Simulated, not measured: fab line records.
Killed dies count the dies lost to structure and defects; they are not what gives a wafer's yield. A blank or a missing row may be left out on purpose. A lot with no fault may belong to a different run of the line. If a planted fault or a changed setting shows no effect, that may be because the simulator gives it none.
Chamber matching + flow n5-finfet + rie-diel-02 running N5_BEOL_M15_DESCUM_15: 4 sister chambers
The step chemistry O2, time 7.9 s. 15 wafers are shown with their chamber, then 7 later ones without.

== EACH WAFER AND ITS CHAMBER ==
| wafer  | chamber | showerhead-plenum-p-Torr (Torr) | throttle-valve-pct (%) | drypump-motor-current-A (A) |
|--------|---------|---------------------------------|------------------------|-----------------------------|
| L805.2 | 0       | 1.92                            | 20.60                  | 5.0                         |
| L805.3 | 0       | 1.92                            | 20.60                  | 5.0                         |
| L805.5 | 1       | 2.04                            | 20.09                  | 5.2                         |
| L804.3 | 1       | 2.04                            | 20.10                  | 5.2                         |
| L804.4 | 0       | 1.92                            | 20.60                  | 5.0                         |
| L804.5 | 3       | 2.09                            | 20.56                  | 5.5                         |
| L809.2 | 3       | 2.09                            | 20.57                  | 5.4                         |
| L809.3 | 0       | 1.92                            | 20.62                  | 5.0                         |
| L809.4 | 1       | 2.04                            | 20.12                  | 5.2                         |
| L812.1 | 2       | 2.04                            | 20.02                  | 5.7                         |
| L812.6 | 1       | 2.04                            | 20.11                  | 5.2                         |
| L813.4 | 2       | 2.04                            | 20.00                  | 5.8                         |
| L813.5 | 1       | 2.04                            | 20.12                  | 5.2                         |
| L813.6 | 2       | 2.04                            | 20.01                  | 5.8                         |
| L815.1 | 3       | 2.08                            | 20.59                  | 5.4                         |

SIGNATURES (averages over the wafers above)
| reading                  | chamber 0 | chamber 1 | chamber 2 | chamber 3 | scatter within a chamber |
|--------------------------|-----------|-----------|-----------|-----------|--------------------------|
| showerhead-plenum-p-Torr | 1.9200    | 2.0400    | 2.0400    | 2.0867    | 0.00246                  |
| throttle-valve-pct       | 20.6050   | 20.1080   | 20.0100   | 20.5733   | 0.0122                   |
| drypump-motor-current-A  | 5.000     | 5.200     | 5.767     | 5.433     | 0.0348                   |
Rule: a wafer's distance from a chamber is the root of the sum, over the readings, of the square of ((its reading less the chamber's mean) divided by the reading's scatter). If the next closest chamber is less than 2 further off than the closest, the wafer can't be placed; otherwise it belongs to the closest. How the scatter is found: for the shown wafers, subtract from each reading the mean of its chamber, square and add these, divide the total by (wafers less chambers), then take the root.

== WAFERS WHOSE CHAMBER IS MISSING ==
| wafer  | showerhead-plenum-p-Torr (Torr) | throttle-valve-pct (%) | drypump-motor-current-A (A) |
|--------|---------------------------------|------------------------|-----------------------------|
| L815.4 | 2.04                            | 20.03                  | 5.8                         |
| L815.5 | 2.04                            | 20.02                  | 5.8                         |
| L820.1 | 2.03                            | 20.12                  | 5.2                         |
| L820.2 | 2.08                            | 20.60                  | 5.4                         |
| L822.1 | 1.91                            | 20.64                  | 5.0                         |
| L822.4 | 2.08                            | 20.59                  | 5.5                         |
| L822.5 | 2.08                            | 20.60                  | 5.5                         |

== WHICH CHAMBER EACH WENT THROUGH ==
| wafer  | from the rows above | in truth |
|--------|---------------------|----------|
| L815.4 | 2                   | 2        |
| L815.5 | 2                   | 2        |
| L820.1 | 1                   | 1        |
| L820.2 | 3                   | 3        |
| L822.1 | 0                   | 0        |
| L822.4 | 3                   | 3        |
| L822.5 | 3                   | 3        |
Correct placement for 7 of the 7. Number that these rows cannot place: 0. 0 placed wrongly.
